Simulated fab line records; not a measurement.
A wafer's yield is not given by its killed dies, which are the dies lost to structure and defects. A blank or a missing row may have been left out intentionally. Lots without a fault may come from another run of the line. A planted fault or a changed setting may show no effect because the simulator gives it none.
Lot-split experiment ; flow n5Finfet ; 21 wafers read across 7 lots, on a route 1938 steps long

== ABOUT THE SPLIT ==
At N5_PASSIVATION_ETCH_54 (etches SiO2 in CHF3/O2, target depth 880 nm, time 440 s), the setting sourceW was moved away from the recipe's 650 W on 7 of the 21 wafers read, by -16.6% to +16.3%. The other wafers ran this setting at the recipe's value.

Reading taken at the split's own step.

== THE READING ==
rfVppV, in V, at N5_PASSIVATION_ETCH_54 (etches SiO2 in CHF3/O2, target depth 880 nm, time 440 s). A value of 532 V with a standard deviation of 10 V is what fault-free wafers of this fab line usually give.

wafer;tool, chamber at the split;sourceW as run, W;against the recipe;rfVppV, V;against lot-mates on the recipe
L076.1;rieDiel-01, 1;745.2;+14.6%;485;-34
L076.3;rieDiel-01, 2;745.2;+14.6%;506;-13
L076.6;rieDiel-01, 1;650;recipe;519;-
L077.3;rieDiel-01, 1;650;recipe;518;-
L077.4;rieDiel-01, 3;650;recipe;537;-
L077.6;rieDiel-01, 2;650;recipe;543;-
L078.2;rieDiel-05, 2;650;recipe;535;-
L078.4;rieDiel-05, 1;650;recipe;516;-
L078.5;rieDiel-05, 0;650;recipe;512;-
L081.3;rieDiel-05, 1;590.7;-9.1%;539;+27
L081.4;rieDiel-05, 2;590.7;-9.1%;561;+49
L081.6;rieDiel-05, 0;650;recipe;512;-
L091.2;rieDiel-01, 2;650;recipe;540;-
L091.3;rieDiel-01, 3;650;recipe;538;-
L091.6;rieDiel-01, 3;542.1;-16.6%;588;+49
L095.3;rieDiel-05, 1;755.9;+16.3%;477;-36
L095.4;rieDiel-05, 0;650;recipe;511;-
L095.5;rieDiel-05, 1;650;recipe;516;-
L093.2;rieDiel-01, 1;593;-8.8%;543;+24
L093.4;rieDiel-01, 1;650;recipe;520;-
L093.5;rieDiel-01, 1;650;recipe;518;-

THE FIT
A straight line over all 21 wafers: rfVppV changes by -2.73 V for each +1% of sourceW; r = -0.87; the points scatter about the line by 12 V.
The same after taking each lot's own level away (the mean of its wafers on the recipe; 21 wafers): -2.48 V for each +1%; r = -0.90; scatter 9.6 V.
That fit puts the effect of the largest move of sourceW on the reading at 41 V.
The span of the lots' own levels, 512.0 to 539.0 V, comes to 2.7 times the standard deviation stated above.
The two slopes agree, so the slope changes little with the lot-to-lot level.
Check: with one of the wafers moved furthest among these (-16.6%) left out of the fit, the line predicts +42.8 V for it against its lot-mates. It came out at +49 V against them.
Tool readings at the split's step, against how far the setting was moved: rfVppV r = -0.87.

== OTHER SPLITS ON THESE WAFERS ==
These wafers also went through other splits before the reading. Each is held against what the fit with the lots' levels taken away leaves over:
other split on the same wafers;wafers away from the commonest value;r with rfVppV (lot level and that fit taken away)
N5_BEOL_M15_EXPOSE_07 doseMj;8;+0.16
N5_MIM_BOT_SPUTTER_00 timeS;6;+0.11

== THE WHOLE CHAIN: every reading that the file lists as answering this split, in the file's order ==
step;what it does;reading;change (the file's fit);r (the file's)
N5_PASSIVATION_ETCH_54;etches SiO2 in CHF3/O2, target depth 880 nm, time 440 s;rfVppV;-2.52 V for each +1% of the setting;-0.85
N5_PASSIVATION_ETCH_54;etches SiO2 in CHF3/O2, target depth 880 nm, time 440 s;PASSIVATION.featureDepthNm (the simulator's own value, which no gauge read);+3.37 nm for each +1% of the setting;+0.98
N5_PASSIVATION_ETCH_54;etches SiO2 in CHF3/O2, target depth 880 nm, time 440 s;etch.depthNm (the simulator's own value, which no gauge read);+3.37 nm for each +1% of the setting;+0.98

== THE FILE'S OWN FIT ==
rfVppV changes by -2.52 V for each +1% of sourceW, r = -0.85.
